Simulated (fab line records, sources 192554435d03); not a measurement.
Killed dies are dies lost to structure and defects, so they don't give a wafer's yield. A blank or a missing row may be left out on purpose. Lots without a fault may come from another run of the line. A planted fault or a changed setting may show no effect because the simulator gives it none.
Chamber matching | flow n5_finfet | N5_BEOL_M9_STRIP_67 on rie_diel-04: 4 sister chambers
The step strips in CF4. 16 wafers are shown with their chamber, then 8 later ones without.

WAFERS WITH THEIR CHAMBER
wafer  | chamber | showerhead_plenum_p_Torr (Torr) | drypump_motor_current_A (A) | throttle_valve_pct (%)
L077.4 | 3       | 1.75                            | 5.6                         | 13.86
L077.5 | 2       | 1.84                            | 5.2                         | 13.69
L077.6 | 0       | 1.75                            | 5.8                         | 13.25
L080.2 | 0       | 1.75                            | 5.8                         | 13.27
L080.4 | 0       | 1.75                            | 5.8                         | 13.28
L080.5 | 1       | 1.90                            | 6.2                         | 13.23
L086.2 | 1       | 1.89                            | 6.3                         | 13.27
L086.4 | 0       | 1.75                            | 5.8                         | 13.31
L086.5 | 0       | 1.75                            | 5.8                         | 13.31
L076.3 | 0       | 1.75                            | 5.8                         | 13.32
L076.4 | 1       | 1.89                            | 6.3                         | 13.28
L076.6 | 3       | 1.75                            | 5.7                         | 13.27
L091.2 | 1       | 1.89                            | 6.3                         | 13.28
L091.5 | 1       | 1.89                            | 6.3                         | 13.28
L091.6 | 2       | 1.83                            | 5.2                         | 13.78
L092.1 | 2       | 1.83                            | 5.2                         | 13.76

SIGNATURES (means of the wafers above)
reading                  | chamber 0 | chamber 1 | chamber 2 | chamber 3 | scatter within a chamber
showerhead_plenum_p_Torr | 1.7500    | 1.8920    | 1.8333    | 1.7500    | 0.0035
drypump_motor_current_A  | 5.800     | 6.280     | 5.200     | 5.650     | 0.0329
throttle_valve_pct       | 13.2900   | 13.2680   | 13.7433   | 13.5650   | 0.124
Rule: a wafer's distance from a chamber is the root of the sum, over the readings, of the square of ((its reading less the chamber's mean) divided by the reading's scatter). The wafer belongs to the nearest chamber; if the next one is less than 2 further off, it can't be placed. The scatter: the root of (the sum of the squares of (reading less its chamber's mean) over the shown wafers, divided by (wafers less chambers)).

WAFERS WITHOUT THEIR CHAMBER
wafer  | showerhead_plenum_p_Torr (Torr) | drypump_motor_current_A (A) | throttle_valve_pct (%)
L092.2 | 1.89                            | 6.2                         | 13.31
L092.4 | 1.74                            | 5.8                         | 13.33
L093.2 | 1.83                            | 5.2                         | 13.76
L093.4 | 1.75                            | 5.6                         | 13.30
L093.6 | 1.75                            | 5.8                         | 13.33
L096.2 | 1.89                            | 6.3                         | 13.31
L096.5 | 1.74                            | 5.8                         | 13.36
L096.6 | 1.89                            | 6.3                         | 13.33

WHICH CHAMBER EACH WENT THROUGH
wafer  | from the rows above | in truth
L092.2 | 1                   | 1
L092.4 | 0                   | 0
L093.2 | 2                   | 2
L093.4 | 3                   | 3
L093.6 | 0                   | 0
L096.2 | 1                   | 1
L096.5 | 0                   | 0
L096.6 | 1                   | 1
Placed correctly: 8 of 8. Can't be placed from these rows: 0. Placed wrongly: 0.
